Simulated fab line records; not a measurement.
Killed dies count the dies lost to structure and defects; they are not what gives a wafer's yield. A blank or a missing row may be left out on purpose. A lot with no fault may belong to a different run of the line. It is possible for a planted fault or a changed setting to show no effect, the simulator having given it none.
Comparing a struck lot with a sound one || flow n5Finfet || 36 steps out of a route of 1938
Sound: wafers L545.1, L545.2, L545.6. Struck: wafer L556.1 (L556.3, L556.6, from the same lot, were not struck and are left out); the cause is given at the end.
Per side, at each step with rows, come the tool, then ch with its chambers, and then its first start. Under that, the readings that differ: sound wafers || struck wafers || difference of the means || sigmas: that difference in standard deviations of wafers without a fault.
alike: a reading whose means differ by less than 2 such deviations, as well as words and numbers matching on both sides. not compared: withheld readings; readings where some wafer has no value; bounds like >300 that might hide an equal value; numbers whose values overlap and for which the record gives no deviation.
Wherever a step has rows on one side only, a row that says differs or no value, or a row with sigmas, the two part there. Numbers that have no deviation but don't overlap get no sigmas and don't part them. Lack of a reading on every wafer of one side parts them only where that side has two or more wafers.

first, 8 steps without rows for these wafers: N5_BEOL_M10_SPUTTER_48 (material Cu, target thk 12 nm, time 2 s); N5_BEOL_M10_ECD_50 (material Cu, target thk 318 nm); N5_BEOL_M10_ANNEAL_51 (time 90 s); N5_BEOL_M10_CMP_52 (polishes, stops on SiCOH lowk, t overpolish 7 s, target thk 140 nm); N5_BEOL_M10_PRE_CLEAN_55 (time 15 s); N5_BEOL_M10_DEP_56 (deposits SiCN from 3MS/NH3, target thk 15 nm, time 26.5 s); N5_BEOL_M11_ILD_DEP_00 (deposits SiCOH lowk from DEMS/porogen, target thk 308.51 nm, time 58 s); N5_BEOL_M11_CURE_71 (cures SiCOH lowk, time 240 s).
N5_BEOL_M11_PECVD_70: deposits SiO2 from TEOS/O2, target thk 20 nm, time 22.7 s.
  sound on pecvd-04 ch 1,2, day 13 08:37; struck on pecvd-04 ch 2, day 15 10:55
{"reading": "model.SiO2_of_BEOL_M11_PECVD_70.thkNm (nm)", "sound": "20 20 20.2", "struck": 10, "difference": -10, "sigmas": ""}
  alike: heaterPowerW, showerheadPlenumPTorr, throttleValvePct
then, 24 steps without rows for these wafers: N5_BEOL_M11_HM_DEP_02 (deposits TiN, target thk 20 nm); N5_BEOL_M11_COAT_59 (time 60 s, resist thk 100 nm); N5_BEOL_M11_COAT_60 (time 60 s, resist thk 30 nm); N5_BEOL_M11_COAT_05 (resist thk 90 nm); N5_BEOL_M11_EBR_07; N5_BEOL_M11_SOFTBAKE_06 (time 60 s); N5_BEOL_M11_EXPOSE_08 (exposes mask M11); N5_BEOL_M11_PEB_09 (peb time 60 s); N5_BEOL_M11_DEVELOP_10 (develop time 30 s); N5_BEOL_M11_DESCUM_16 (chemistry O2, time 7.9 s); N5_BEOL_M11_ETCH_61 (etches SiARC in CF4, target depth 39 nm, time 65 s); N5_BEOL_M11_ETCH_62 (etches SOC in N2/H2, target depth 110 nm, overetch 22 nm, time 165 s); N5_BEOL_M11_STRIP_68 (strips in N2/H2); N5_BEOL_M11_STRIP_67 (strips in CF4); N5_BEOL_M11_HM_OPEN_17 (chemistry Cl2/BCl3, target TiN, target depth 20 nm, overetch 6 nm); N5_BEOL_M11_STRIP_19 (strips in O2); N5_BEOL_M11_COAT_63 (time 60 s, resist thk 100 nm); N5_BEOL_M11_COAT_64 (time 60 s, resist thk 30 nm); N5_BEOL_M11_COAT_22 (resist thk 90 nm); N5_BEOL_M11_EBR_24; N5_BEOL_M11_SOFTBAKE_23 (time 60 s); N5_BEOL_M11_EXPOSE_25 (exposes mask V10); N5_BEOL_M11_PEB_26 (peb time 60 s); N5_BEOL_M11_DEVELOP_27 (develop time 30 s).
N5_BEOL_M11_HM_STRIP_39: strips TiN in peroxide tin strip, target depth 25 nm, time 158 s.
  sound on wetBench-03 ch 0,1,7, day 13 16:40; struck on wetBench-04 ch 2, day 15 13:47
{"reading": "model.SiO2_of_BEOL_M11_PECVD_70.thkNm (nm)", "sound": "19.8 19.8 20", "struck": 10, "difference": -10, "sigmas": ""}
N5_BEOL_M11_CMP_52: polishes, stops on SiCOH lowk, t overpolish 7 s, target thk 140 nm.
  sound on cmp-03 ch 0,1,2, day 13 19:44; struck on cmp-02 ch 2, day 15 17:53
{"reading": "barrierFieldEndpointS (s)", "sound": "28.1 29.3 29.7", "struck": 17.3, "difference": -11.7, "sigmas": -16}
{"reading": "motorCurrentA (A)", "sound": "6.0 6.0 6.1", "struck": 4.5, "difference": -1.5, "sigmas": -2}
  alike: headPressurePsi, slurryFilterDpKPa
then, 1 step without rows for these wafers: N5_PASSIVATION_PROBE_49.

== WHERE THEY PART ==
Only at N5_BEOL_M11_CMP_52, within this record.

WHY: the cause the simulator had injected
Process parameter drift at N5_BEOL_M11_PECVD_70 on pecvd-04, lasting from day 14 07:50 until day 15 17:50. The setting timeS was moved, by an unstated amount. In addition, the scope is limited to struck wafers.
